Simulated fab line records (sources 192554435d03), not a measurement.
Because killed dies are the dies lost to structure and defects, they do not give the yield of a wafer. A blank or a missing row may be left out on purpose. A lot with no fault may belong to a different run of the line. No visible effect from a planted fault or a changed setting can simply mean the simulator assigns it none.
fab line records	flow n5-finfet
record lots=7	wafers=21
route steps=1938 shown BEOL_M4@1059 BEOL_M5@1154 BEOL_M6@1233 BEOL_M8@1335 BEOL_M9@1446
start-h: start of the lot's first displayed wafer, in hours after the record's first day	wait-h: time in hours since the lot's previous step	" repeats the value in the row above	L1.1+2: one row covering several wafers at once	- either no value or no given start	* or withheld: withheld	< > ~ a bound
route shown NAME@n: a module of which the file shows steps, and the number in the route of the first	usual: mean/standard deviation taken from wafers without a fault	same: alike in all rows	chamber/n: place in a boat	sites: each site's reading	_std_site: standard deviation of those values	_edge_site: outer sites' mean less inner sites'	radius-mm: how far each site lies from the wafer's centre	mask NAME#n: copy n	behind: tool/chamber where the wafer was last shaped	hold: what put the lot on hold/how long, in hours/how the hold closed	device: whichever transistor did not switch (one of n, p or np)	end of line: at the end of the route, the tests of the same wafers	a step given without rows: its recipe and nothing more	killed: the dies lost at the first sort to structure and to defects; this is not the yield of the wafer	map: per-die view of a wafer (x killed, . not killed, _ where there is no die)
set.NAME: the setting that was run; set.NAME@STEP: the one run at that earlier step	model.NAME: the simulator's own value behind a step, which no gauge read
lots with deliberately changed settings; one table per step, one row per wafer
## steps
# step N5_BEOL_M4_DESCUM_33
# recipe chemistry=O2	time-s=7	source-power-w=50	bias-power-w=20	pressure-mtorr=20	rf-frequency-hz=2.712e+07	temp-c=40	resist=CAR-EUV	o2-flow-sccm=225
lot.wafer	tool	chamber	start-h	wait-h	set.time-s	model.CAR-EUV_of_BEOL_M4_COAT_22.thk-nm
L075.3+4	rie-diel-02	2,0	161.20	0.0	5.644	26.8
L075.6	"	3	"	"	7	26
L081.2+3	rie-diel-02	0,2	203.16	0.1	5.821	26.6
L081.4	"	1	"	"	7	26
L083.2	rie-diel-05	3	227.64	0.1	7	26
L083.3	"	1	"	"	6.114	26.6
L083.5	"	3	"	"	7	26.2
L087.1+2+5	rie-diel-05	2,3,1	240.01	0.1	7	26.2
L089.2+3	rie-diel-06	3,2	257.02	0.0	8.245	25.4
L089.4	"	3	"	"	7	26
L091.3	rie-diel-06	3	270.73	0.2	7	26
L091.5	"	3	"	"	7	26.2
L091.6	"	0	"	"	6.368	26.4
L097.3+4	rie-diel-02	3,1	306.28	0.3	7	26.2
L097.5	"	2	"	"	6.329	26.4
# step N5_BEOL_M4_ETCH_77
# recipe chemistry=N2/H2	target=underlayer	target-depth-a=65	mask-material=CAR-EUV	time-s=5.2	ion-energy-ev=200	pressure-mtorr=30	source-w=840	bias-w=150	n2-flow-sccm=200	h2-flow-sccm=200	ends=cleared
lot.wafer	tool	chamber	start-h	wait-h	set.time-s@BEOL_M4_DESCUM_33	model.CAR-EUV_of_BEOL_M4_COAT_22.thk-nm
L075.3	rie-diel-02	2	161.23	0.0	5.644	21.2
L075.4	"	0	"	"	5.644	21
L075.6	"	3	"	"	7	20.4
L081.2+3	rie-diel-02	0,2	203.19	0.0	5.821	20.8
L081.4	"	1	"	"	7	20.2
L083.2+5	rie-diel-05	3	227.67	0.0	7	20.4
L083.3	"	1	"	"	6.114	20.8
L087.1+2	rie-diel-05	2,3	240.05	0.0	7	20.4
L087.5	"	1	"	"	7	20.6
L089.2	rie-diel-06	3	257.06	0.0	8.245	19.8
L089.3	"	2	"	"	8.245	19.6
L089.4	"	3	"	"	7	20.4
L091.3	rie-diel-06	3	270.76	0.0	7	20.2
L091.5	"	3	"	"	7	20.4
L091.6	"	0	"	"	6.368	20.6
L097.3+4	rie-diel-02	3,1	306.32	0.0	7	20.6
L097.5	"	2	"	"	6.329	20.8
# step N5_BEOL_M4_ETCH_69
# recipe chemistry=CF4	target=SiARC	target-depth-a=156	mask-material=CAR-EUV	time-s=26	ion-energy-ev=80	pressure-mtorr=40	source-w=545	bias-w=36	Ar_flow_sccm=100	cf4-flow-sccm=100	ends=cleared
lot.wafer	tool	chamber	start-h	wait-h	set.time-s@BEOL_M4_DESCUM_33	model.CAR-EUV_of_BEOL_M4_COAT_22.thk-nm
L075.3	rie-diel-02	2	161.25	0.0	5.644	12
L075.4	"	0	"	"	5.644	11.8
L075.6	"	3	"	"	7	11.2
L081.2+3	rie-diel-02	0,2	203.21	0.0	5.821	11.6
L081.4	"	1	"	"	7	11
L083.2+5	rie-diel-05	3	227.69	0.0	7	11.2
L083.3	"	1	"	"	6.114	11.6
L087.1+2	rie-diel-05	2,3	240.06	0.0	7	11.2
L087.5	"	1	"	"	7	11.4
L089.2+3	rie-diel-06	3,2	257.07	0.0	8.245	10.6
L089.4	"	3	"	"	7	11.2
L091.3+5	rie-diel-06	3	270.78	0.0	7	11.2
L091.6	"	0	"	"	6.368	11.4
L097.3+4	rie-diel-02	3,1	306.33	0.0	7	11.2
L097.5	"	2	"	"	6.329	11.6
# step N5_BEOL_M4_ALD_98
# recipe material=SiO2	target-thk-a=25	temp-c=100	ald-precursor-family=BDEAS	ald-co-reactant=O2-plasma	pulse-time-s=1	co-reactant-pulse-time-s=1	purge-time-s=2	co-reactant-purge-time-s=2	ald-cycles=17	pressure-torr=2
# step N5_BEOL_M4_ETCHBACK_99
# recipe chemistry=CHF3	target=SiO2	target-depth-a=50	time-s=10.4	source-w=215	bias-w=47	Ar_flow_sccm=200	CHF3_flow_sccm=12	ion-energy-ev=100	pressure-mtorr=30
lot.wafer	tool	chamber	start-h	wait-h	set.time-s@BEOL_M4_DESCUM_33	model.CAR-EUV_of_BEOL_M4_COAT_22.thk-nm
L075.3	rie-diel-05	2	168.60	7.2	5.644	11.2
L075.4	"	0	"	"	5.644	11
L075.6	"	0	"	"	7	10.4
L081.2	rie-diel-05	0	212.47	9.1	5.821	10.8
L081.3	"	1	"	"	5.821	11
L081.4	"	3	"	"	7	10.4
L083.2	rie-diel-06	3	229.56	1.7	7	10.4
L083.3	"	1	"	"	6.114	10.8
L083.5	"	2	"	"	7	10.6
L087.1+2	rie-diel-02	0,3	244.66	3.8	7	10.4
L087.5	"	3	"	"	7	10.6
L089.2+3	rie-diel-02	0,3	269.87	12.7	8.245	9.8
L089.4	"	2	"	"	7	10.4
L091.3+5	rie-diel-05	0,2	271.00	0.1	7	10.4
L091.6	"	3	"	"	6.368	10.8
L097.3+4	rie-diel-06	0,3	306.63	0.2	7	10.6
L097.5	"	1	"	"	6.329	10.8
# step N5_BEOL_M4_TRENCH_ETCH_37
# recipe chemistry=C4F6/O2	target-depth-a=555.55	target=SiOC	time-s=29.2	ion-energy-ev=250	pressure-mtorr=30	source-w=355	bias-w=185	Ar_flow_sccm=300	C4F6_flow_sccm=10	O2_flow_sccm=10
lot.wafer	tool	chamber	start-h	wait-h	set.time-s	model.BEOL_M4.feature-depth-nm	model.etch.depth-nm
L075.3	rie-diel-05	2	-	-	29.2	55	55.04
L075.4	"	0	"	"	29.2	56.4	56.32
L075.6	"	0	"	"	29.2	56.4	56.45
L081.2	rie-diel-05	0	-	-	29.2	56.6	56.62
L081.3	"	1	"	"	29.2	55.8	55.89
L081.4	"	3	"	"	29.2	54.4	54.44
L083.2	rie-diel-06	3	-	-	29.2	57	57.06
L083.3	"	1	"	"	29.2	56.8	56.71
L083.5	"	2	"	"	29.2	55	55.08
L087.1	rie-diel-02	0	-	-	29.2	55.4	55.35
L087.2	"	3	"	"	29.2	55.4	55.32
L087.5	"	3	"	"	29.2	54.6	54.62
L089.2	rie-diel-02	0	-	-	29.2	55	54.97
L089.3	"	3	"	"	29.2	55.2	55.15
L089.4	"	2	"	"	29.2	54	54.09
L091.3	rie-diel-05	0	-	-	34.16	66.8	66.78
L091.5	"	2	"	"	29.2	55.4	55.46
L091.6	"	3	"	"	34.16	63.8	63.9
L097.3	rie-diel-06	0	-	-	34.45	65	64.95
L097.4	"	3	"	"	34.45	66.6	66.6
L097.5	"	1	"	"	29.2	56.4	56.47
# step N5_BEOL_M4_ETCH_41
# recipe chemistry=CH3F/O2	target=SiCN	target-depth-a=299	taper-deg=2	time-s=52.5	ion-energy-ev=120	mask-material=TiN	pressure-mtorr=30	source-w=395	bias-w=75	Ar_flow_sccm=150	CH3F_flow_sccm=30	O2_flow_sccm=20
# step N5_BEOL_M4_STRIP_97
# recipe chemistry=N2/H2	time-s=10	power-w=450	temp-c=40	pressure-mtorr=20	rf-frequency-hz=6e+07	bias-power-w=7	n2-flow-sccm=200	h2-flow-sccm=200
# step N5_BEOL_M4_PRECLEAN_42
# recipe chemistry=residue-remover	time-s=60	temp-c=40
# step N5_BEOL_M4_SRD_43
# recipe time-s=30	temp-c=23	rinse-liquid=diw	dry=ipa-marangoni
# step N5_BEOL_M4_CD_MEAS_35
# recipe target-cd-nm=18	target-cd-y-nm=22.4	polarity=opening
# usual cd-nm=18.0/0.32
lot.wafer	tool	chamber	start-h	wait-h	set.dose-mj@BEOL_M4_EXPOSE_08	cd-nm
L075.3	cd-sem-01	-	169.15	0.0	41.25	17.7
L075.4	"	-	"	"	38.25	16.1
L075.6	"	-	"	"	41.25	18.2
L081.2	cd-sem-03	-	213.03	0.0	40.31	17.6
L081.3	"	-	"	"	41.25	17.8
L081.4	"	-	"	"	40.31	17.4
L083.2	cd-sem-02	-	230.11	0.0	41.25	18.4
L083.3	"	-	"	"	41.25	18.6
L083.5	"	-	"	"	41.25	18.2
L087.1	cd-sem-03	-	245.22	0.0	41.25	17.6
L087.2	"	-	"	"	41.25	18.1
L087.5	"	-	"	"	41.25	17.9
L089.2	cd-sem-03	-	270.42	0.0	44.14	19.7
L089.3	"	-	"	"	41.25	18.4
L089.4	"	-	"	"	41.25	17.8
L091.3	cd-sem-01	-	271.55	0.0	41.25	18.1
L091.5	"	-	"	"	39.58	16.9
L091.6	"	-	"	"	39.58	17.0
L097.3	cd-sem-02	-	307.19	0.0	41.25	18.1
L097.4	"	-	"	"	41.25	18.0
L097.5	"	-	"	"	42.36	18.7
# step N5_BEOL_M4_DEGAS_44
# recipe ambient=vacuum	temp-c=250	time-s=60
# step N5_BEOL_M4_PRE_CLEAN_45
# recipe gas=H2/He	time-s=30	temp-c=250
# step N5_BEOL_M4_ECD_50
# recipe material=Cu	target-thk-a=3000
# step N5_BEOL_M4_ANNEAL_51
# recipe temp-c=225	time-s=90	ambient=N2
# step N5_BEOL_M4_CMP_52
# recipe stop-on=SiOC	t-overpolish-s=6.8	down-force-psi=1	platen-rpm=50	clearing-platen-down-force-psi=1.5	clearing-platen-rpm=50	post-cmp-clean=cu-alkaline	target-thk-nm=40	clearing-platen-pad-velocity-m-s=0.99484	pad-velocity-m-s=0.99484
lot.wafer	tool	chamber	start-h	wait-h	set.time-s@BEOL_M4_TRENCH_ETCH_37	model.Cu_of_BEOL_M4_ECD_50.thk-nm
L075.4	cmp-03	0	172.34	0.1	29.2	42
L075.3	"	3	"	"	29.2	39.8
L075.6	"	1	"	"	29.2	40.8
L081.2	cmp-03	1	216.14	0.2	29.2	41.8
L081.3	"	3	"	"	29.2	40.2
L081.4	"	0	"	"	29.2	39.4
L083.3	cmp-03	2	233.39	0.2	29.2	42.6
L083.2	"	0	"	"	29.2	43
L083.5	"	2	"	"	29.2	41.8
L087.1	cmp-03	3	248.28	0.3	29.2	38.8
L087.2	"	2	"	"	29.2	41.8
L087.5	"	3	"	"	29.2	38.4
L089.3	cmp-04	1	273.76	0.2	29.2	41.2
L089.2	"	2	"	"	29.2	41.4
L089.4	"	3	"	"	29.2	40
L091.3	cmp-01	0	274.73	0.2	34.16	51.8
L091.5	"	0	"	"	29.2	40.2
L091.6	"	1	"	"	34.16	48.8
L097.3	cmp-04	2	310.88	0.2	34.45	49.4
L097.4	"	3	"	"	34.45	51.8
L097.5	"	2	"	"	29.2	41.6
# step N5_BEOL_M5_ETCH_68
# recipe chemistry=N2/H2	target=SOC	target-depth-a=800	overetch-a=160	mask-material=SiARC	temp-c=40	time-s=120	ion-energy-ev=200	pressure-mtorr=30	source-w=840	bias-w=150	n2-flow-sccm=200	h2-flow-sccm=200
lot.wafer	tool	chamber	start-h	wait-h	set.time-s	model.SiARC_of_BEOL_M5_COAT_66.thk-nm
L075.3	rie-diel-04	2	182.18	0.0	120	6.4
L075.4	"	0	"	"	102.1	7.4
L075.6	"	1	"	"	120	6.2
L081.2+3	rie-diel-04	2,0	223.65	0.0	146.6	5.2
L081.4	"	1	"	"	146.6	5
L083.2+5	rie-diel-04	0,3	239.17	0.0	120	6.4
L083.3	"	1	"	"	120	6.2
L087.1	rie-diel-03	3	254.04	0.0	120	6.2
L087.2+5	"	0	"	"	120	6.4
L089.2	rie-diel-03	3	280.36	0.0	95.65	7.4
L089.3+4	"	2,0	"	"	120	6.4
L091.3+6	rie-diel-04	1,2	281.69	0.0	111	6.8
L091.5	"	1	"	"	120	6.2
L097.3+4+5	rie-diel-01	3,2,1	315.60	0.0	120	6.2
# step N5_BEOL_M5_TRENCH_ETCH_37
# recipe chemistry=C4F6/O2	target-depth-a=716.52	target=SiCOH_lowk	time-s=24.7	ion-energy-ev=250	pressure-mtorr=30	source-w=345	bias-w=185	Ar_flow_sccm=300	C4F6_flow_sccm=10	O2_flow_sccm=10
# usual rf-vpp-V=666/7.4
lot.wafer	tool	chamber	start-h	wait-h	set.bias-w	rf-vpp-V
L075.3	rie-diel-04	2	-	-	194.3	690
L075.4	"	0	"	"	185	660
L075.6	"	1	"	"	185	671
L081.2	rie-diel-04	2	-	-	185	663
L081.3	"	0	"	"	185	659
L081.4	"	1	"	"	185	668
L083.2	rie-diel-04	3	-	-	185	656
L083.3	"	2	"	"	154.8	576
L083.5	"	0	"	"	154.8	573
L087.1	rie-diel-03	3	-	-	185	676
L087.2	"	0	"	"	185	657
L087.5	"	0	"	"	185	657
L089.2	rie-diel-03	3	-	-	185	678
L089.3	"	2	"	"	185	663
L089.4	"	0	"	"	185	656
L091.3	rie-diel-04	1	-	-	212.3	745
L091.5	"	1	"	"	185	670
L091.6	"	2	"	"	212.3	742
L097.3	rie-diel-01	3	-	-	185	677
L097.4	"	2	"	"	216.9	754
L097.5	"	1	"	"	185	668
# step N5_BEOL_M6_ETCH_66
# recipe chemistry=N2/H2	target=SOC	target-depth-a=800	overetch-a=160	mask-material=SiARC	temp-c=40	time-s=120	ion-energy-ev=200	pressure-mtorr=30	source-w=840	bias-w=150	n2-flow-sccm=200	h2-flow-sccm=200
# usual rf-vpp-V=525.1/2.8
lot.wafer	tool	chamber	start-h	wait-h	set.bias-w	rf-vpp-V	model.SiARC_of_BEOL_M6_COAT_64.thk-nm
L075.3	rie-diel-02	3	193.44	0.0	135.4	490.5	7.2
L075.4	"	2	"	"	150	525.9	6.4
L075.6	"	0	"	"	150	522.8	6.4
L081.2	rie-diel-02	1	237.30	0.0	128.2	478.4	7.4
L081.3	"	0	"	"	128.2	472.8	7.4
L081.4	"	2	"	"	150	524.6	6.4
L083.2	rie-diel-06	3	251.53	0.0	123.6	467.1	7.6
L083.3	"	1	"	"	150	528.8	6.2
L083.5	"	2	"	"	123.6	459.4	7.6
L087.1	rie-diel-06	2	268.70	0.0	150	521.9	6.4
L087.2	"	1	"	"	150	527.9	6.2
L087.5	"	1	"	"	150	527.4	6.2
L089.2	rie-diel-06	1	291.96	0.0	150	528.2	6.2
L089.3	"	0	"	"	150	523.5	6.6
L089.4	"	3	"	"	136.9	497.8	6.8
L091.3	rie-diel-05	0	295.93	0.0	150	522.1	6.4
L091.5	"	2	"	"	150	528.7	6.6
L091.6	"	3	"	"	150	524.7	6.4
L097.3	rie-diel-02	3	332.58	0.0	150	523.0	6.4
L097.4	"	0	"	"	150	523.6	6.2
L097.5	"	2	"	"	150	527.7	6.4
# step N5_BEOL_M6_DEP_56
# recipe material=SiCN	target-thk-a=100	temp-c=withheld	precursor=3MS/NH3	pressure-torr=3	rf-w=202	time-s=17.5
lot.wafer	tool	chamber	start-h	wait-h	set.time-s	model.SiCN_of_BEOL_M6_DEP_56.thk-nm
L075.3+4	pecvd-04	0,2	196.49	0.0	15.52	9
L075.6	"	1	"	"	17.5	10
L081.2	pecvd-02	2	240.24	0.0	19.66	11.2
L081.3+4	"	0	"	"	17.5	10
L083.2+5	pecvd-03	1	254.97	0.0	19.86	11.6
L083.3	"	1	"	"	19.86	11.4
L087.1	pecvd-02	0	272.54	0.0	17.5	10.2
L087.2	"	2	"	"	17.5	10
L087.5	"	0	"	"	17.5	10.4
L089.2+3	pecvd-03	2,1	294.70	0.0	17.5	10
L089.4	"	1	"	"	19.16	11
L091.3	pecvd-02	2	299.15	0.0	17.5	9.8
L091.5+6	"	2,0	"	"	17.5	10.2
L097.3+5	pecvd-02	1,2	336.82	0.0	16.44	9.6
L097.4	"	1	"	"	17.5	10.2
# step N5_BEOL_M8_PECVD_70
# recipe material=SiO2	target-thk-a=200	temp-c=400	precursor=TEOS/O2	pressure-torr=5.5	rf-w=450	teos-flow-sccm=53.8	gas=O2	flow-sccm=3000	time-s=22.7
lot.wafer	tool	chamber	start-h	wait-h	set.time-s	model.SiO2_of_BEOL_M8_PECVD_70.thk-nm
L075.3	pecvd-01	0	205.67	0.0	22.7	19.2
L075.4	"	1	"	"	22.7	19.8
L075.6	"	2	"	"	19.58	17.8
L081.2	pecvd-01	0	249.11	0.0	22.7	19.4
L081.3	"	2	"	"	22.7	19.6
L081.4	"	2	"	"	19.88	17.6
L083.2	pecvd-02	1	263.31	0.0	24.81	21.8
L083.3	"	2	"	"	22.7	19.8
L083.5	"	1	"	"	24.81	22.4
L087.1	pecvd-04	2	283.37	0.0	22.7	20
L087.2	"	0	"	"	22.7	20.4
L087.5	"	1	"	"	22.7	20.6
L089.2	pecvd-01	0	303.64	0.0	21.53	18.6
L089.3+4	"	1,0	"	"	21.53	18.8
L091.3	pecvd-04	0	307.41	0.0	22.7	19.8
L091.5	"	0	"	"	25.29	22.4
L091.6	"	2	"	"	25.29	22.2
L097.3	pecvd-04	2	345.77	0.0	25.39	22.6
L097.4	"	0	"	"	22.7	20.2
L097.5	"	2	"	"	22.7	20.6
# step N5_BEOL_M8_VIA_ETCH_34
# recipe chemistry=C4F6/O2	target=SiCOH_lowk	target-depth-a=1255	mask-material=SOC	taper-deg=4	time-s=50.5	ion-energy-ev=250	pressure-mtorr=30	source-w=345	bias-w=185	Ar_flow_sccm=300	C4F6_flow_sccm=10	O2_flow_sccm=10
# usual rf-vpp-V=670/7
lot.wafer	tool	chamber	start-h	wait-h	set.bias-w	rf-vpp-V
L075.3	rie-diel-02	0	211.82	0.0	206.9	732
L075.4	"	2	"	"	206.9	741
L075.6	"	2	"	"	206.9	741
L081.2	rie-diel-02	0	253.11	0.0	157.3	589
L081.3	"	3	"	"	157.3	589
L081.4	"	1	"	"	157.3	590
L083.2	rie-diel-05	2	268.93	0.0	194	697
L083.3	"	0	"	"	185	663
L083.5	"	3	"	"	194	694
L087.1	rie-diel-05	1	287.82	0.0	185	682
L087.2	"	0	"	"	185	661
L087.5	"	1	"	"	185	682
L089.2	rie-diel-06	2	306.41	0.0	185	666
L089.3	"	1	"	"	185	674
L089.4	"	3	"	"	185	677
L091.3	rie-diel-05	1	312.55	0.0	200.9	728
L091.5	"	3	"	"	185	669
L091.6	"	2	"	"	185	670
L097.3	rie-diel-02	1	349.74	0.0	185	668
L097.4	"	3	"	"	185	669
L097.5	"	1	"	"	171.4	630
# step N5_BEOL_M8_TRENCH_ETCH_37
# recipe chemistry=C4F6/O2	target-depth-a=934.78	target=SiCOH_lowk	time-s=31.2	ion-energy-ev=250	pressure-mtorr=30	source-w=345	bias-w=185	Ar_flow_sccm=300	C4F6_flow_sccm=10	O2_flow_sccm=10
# usual rf-vpp-V=670/6.9
lot.wafer	tool	chamber	start-h	wait-h	set.source-w	rf-vpp-V
L075.3	rie-diel-02	0	-	-	345	669
L075.4	"	2	"	"	345	679
L075.6	"	2	"	"	345	680
L081.2	rie-diel-02	0	-	-	345	671
L081.3	"	3	"	"	345	671
L081.4	"	1	"	"	307	711
L083.2	rie-diel-05	2	-	-	345	670
L083.3	"	0	"	"	345	662
L083.5	"	3	"	"	309.3	707
L087.1	rie-diel-05	1	-	-	345	682
L087.2	"	0	"	"	345	662
L087.5	"	1	"	"	345	682
L089.2	rie-diel-06	2	-	-	345	665
L089.3	"	1	"	"	301.4	722
L089.4	"	3	"	"	345	675
L091.3	rie-diel-05	1	-	-	345	683
L091.5	"	3	"	"	345	670
L091.6	"	2	"	"	345	670
L097.3	rie-diel-02	1	-	-	345	668
L097.4	"	3	"	"	328	686
L097.5	"	1	"	"	328	685
# step N5_BEOL_M9_TRENCH_ETCH_37
# recipe chemistry=C4F6/O2	target-depth-a=1514.3	target=SiCOH_lowk	time-s=49	ion-energy-ev=250	pressure-mtorr=30	source-w=345	bias-w=185	Ar_flow_sccm=300	C4F6_flow_sccm=10	O2_flow_sccm=10
# usual rf-vpp-V=666/7.3
lot.wafer	tool	chamber	start-h	wait-h	set.bias-w	rf-vpp-V	model.etch.depth-nm	model.BEOL_M9.feature-depth-nm
L075.3	rie-diel-03	3	-	-	206.9	739	158.9	159
L075.4	"	2	"	"	206.9	725	157.2	157.2
L075.6	"	2	"	"	185	663	153	153
L081.2	rie-diel-04	1	-	-	155.2	582	145.3	145.2
L081.3	"	3	"	"	185	656	149.4	149.4
L081.4	"	0	"	"	155.2	574	142.3	142.2
L083.2	rie-diel-01	0	-	-	185	656	153.5	153.4
L083.3	"	3	"	"	185	678	153.2	153.2
L083.5	"	3	"	"	185	676	153.1	153.2
L087.1	rie-diel-03	0	-	-	185	657	150	150
L087.2	"	2	"	"	185	662	151	151
L087.5	"	1	"	"	185	677	149.9	149.8
L089.2	rie-diel-04	0	-	-	197.1	692	154.7	154.8
L089.3	"	1	"	"	197.1	704	158.6	158.6
L089.4	"	2	"	"	185	663	153.8	153.8
L091.3	rie-diel-04	1	-	-	166	613	150.6	150.6
L091.5	"	3	"	"	166	613	149	149
L091.6	"	2	"	"	185	664	152.9	152.8
L097.3	rie-diel-01	2	-	-	185	664	155	155
L097.4	"	0	"	"	185	657	153.5	153.6
L097.5	"	3	"	"	213.7	757	160.1	160
# step N5_BEOL_M9_ETCH_41
# recipe chemistry=CH3F/O2	target=SiCN	target-depth-a=366	taper-deg=2	time-s=70.1	ion-energy-ev=120	mask-material=TiN	pressure-mtorr=30	source-w=395	bias-w=75	Ar_flow_sccm=150	CH3F_flow_sccm=30	O2_flow_sccm=20
# step N5_BEOL_M9_STRIP_80
# recipe chemistry=N2/H2	time-s=10	power-w=450	temp-c=40	pressure-mtorr=20	rf-frequency-hz=6e+07	bias-power-w=7	n2-flow-sccm=200	h2-flow-sccm=200
# step N5_BEOL_M9_OCD_MEAS_38
# usual trench-depth-nm=152.5/2.2
lot.wafer	tool	chamber	start-h	wait-h	set.bias-w@BEOL_M9_TRENCH_ETCH_37	trench-depth-nm
L075.3	ocd-01	-	228.46	-	206.9	159.0
L075.4	"	-	"	"	206.9	157.0
L075.6	"	-	"	"	185	153.2
L081.2	ocd-02	-	260.57	-	155.2	145.3
L081.3	"	-	"	"	185	149.4
L081.4	"	-	"	"	155.2	141.8
L083.2	ocd-02	-	278.66	-	185	153.6
L083.3	"	-	"	"	185	152.9
L083.5	"	-	"	"	185	153.6
L087.1	ocd-01	-	296.51	-	185	150.0
L087.2	"	-	"	"	185	150.6
L087.5	"	-	"	"	185	149.9
L089.2	ocd-01	-	313.22	-	197.1	155.4
L089.3	"	-	"	"	197.1	159.1
L089.4	"	-	"	"	185	153.6
L091.3	ocd-01	-	324.26	-	166	149.9
L091.5	"	-	"	"	166	148.8
L091.6	"	-	"	"	185	152.4
L097.3	ocd-01	-	356.18	-	185	155.0
L097.4	"	-	"	"	185	153.6
L097.5	"	-	"	"	213.7	159.6
## key
split step=N5_BEOL_M4_DESCUM_33	setting=time-s	stated=7	by=wafer
response step=N5_BEOL_M4_DESCUM_33	reading=model.CAR-EUV_of_BEOL_M4_COAT_22.thk-nm	change=-0.0361	per=1%	r=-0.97
response step=N5_BEOL_M4_ETCH_77	reading=model.CAR-EUV_of_BEOL_M4_COAT_22.thk-nm	change=-0.035	per=1%	r=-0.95
response step=N5_BEOL_M4_ETCH_69	reading=model.CAR-EUV_of_BEOL_M4_COAT_22.thk-nm	change=-0.0344	per=1%	r=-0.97
response step=N5_BEOL_M4_ETCHBACK_99	reading=model.CAR-EUV_of_BEOL_M4_COAT_22.thk-nm	change=-0.0321	per=1%	r=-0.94
split step=N5_BEOL_M4_TRENCH_ETCH_37	setting=time-s	stated=29.2	by=wafer
response step=N5_BEOL_M4_TRENCH_ETCH_37	reading=model.BEOL_M4.feature-depth-nm	change=+0.551	per=1%	r=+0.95
response step=N5_BEOL_M4_TRENCH_ETCH_37	reading=model.etch.depth-nm	change=+0.548	per=1%	r=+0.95
response step=N5_BEOL_M4_CMP_52	reading=model.Cu_of_BEOL_M4_ECD_50.thk-nm	change=+0.545	per=1%	r=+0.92
split step=N5_BEOL_M5_ETCH_68	setting=time-s	stated=120	by=wafer
response step=N5_BEOL_M5_ETCH_68	reading=model.SiARC_of_BEOL_M5_COAT_66.thk-nm	change=-0.0597	per=1%	r=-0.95
split step=N5_BEOL_M5_TRENCH_ETCH_37	setting=bias-w	stated=185	by=wafer
response step=N5_BEOL_M5_TRENCH_ETCH_37	reading=rf-vpp-V	change=+4.88	per=1%	r=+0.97
split step=N5_BEOL_M6_ETCH_66	setting=bias-w	stated=150	by=wafer
response step=N5_BEOL_M6_ETCH_66	reading=rf-vpp-V	change=+3.52	per=1%	r=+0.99
response step=N5_BEOL_M6_ETCH_66	reading=model.SiARC_of_BEOL_M6_COAT_64.thk-nm	change=-0.0729	per=1%	r=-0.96
split step=N5_BEOL_M6_DEP_56	setting=time-s	stated=17.5	by=wafer
response step=N5_BEOL_M6_DEP_56	reading=model.SiCN_of_BEOL_M6_DEP_56.thk-nm	change=+0.0964	per=1%	r=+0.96
split step=N5_BEOL_M8_PECVD_70	setting=time-s	stated=22.7	by=wafer
response step=N5_BEOL_M8_PECVD_70	reading=model.SiO2_of_BEOL_M8_PECVD_70.thk-nm	change=+0.176	per=1%	r=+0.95
split step=N5_BEOL_M8_VIA_ETCH_34	setting=bias-w	stated=185	by=wafer
response step=N5_BEOL_M8_VIA_ETCH_34	reading=rf-vpp-V	change=+6.24	per=1%	r=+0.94
split step=N5_BEOL_M8_TRENCH_ETCH_37	setting=source-w	stated=345	by=wafer
response step=N5_BEOL_M8_TRENCH_ETCH_37	reading=rf-vpp-V	change=-3.91	per=1%	r=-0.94
split step=N5_BEOL_M9_TRENCH_ETCH_37	setting=bias-w	stated=185	by=wafer
response step=N5_BEOL_M9_TRENCH_ETCH_37	reading=rf-vpp-V	change=+5.48	per=1%	r=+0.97
response step=N5_BEOL_M9_TRENCH_ETCH_37	reading=model.etch.depth-nm	change=+0.37	per=1%	r=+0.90
response step=N5_BEOL_M9_TRENCH_ETCH_37	reading=model.BEOL_M9.feature-depth-nm	change=+0.368	per=1%	r=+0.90
response step=N5_BEOL_M9_OCD_MEAS_38	reading=trench-depth-nm	change=+0.365	per=1%	r=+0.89
split outside-this-file step=N5_BEOL_M4_EXPOSE_08 setting=dose-mj
# split outside-this-file: this setting was split too, and the file shows its column; the key of that split is in another file
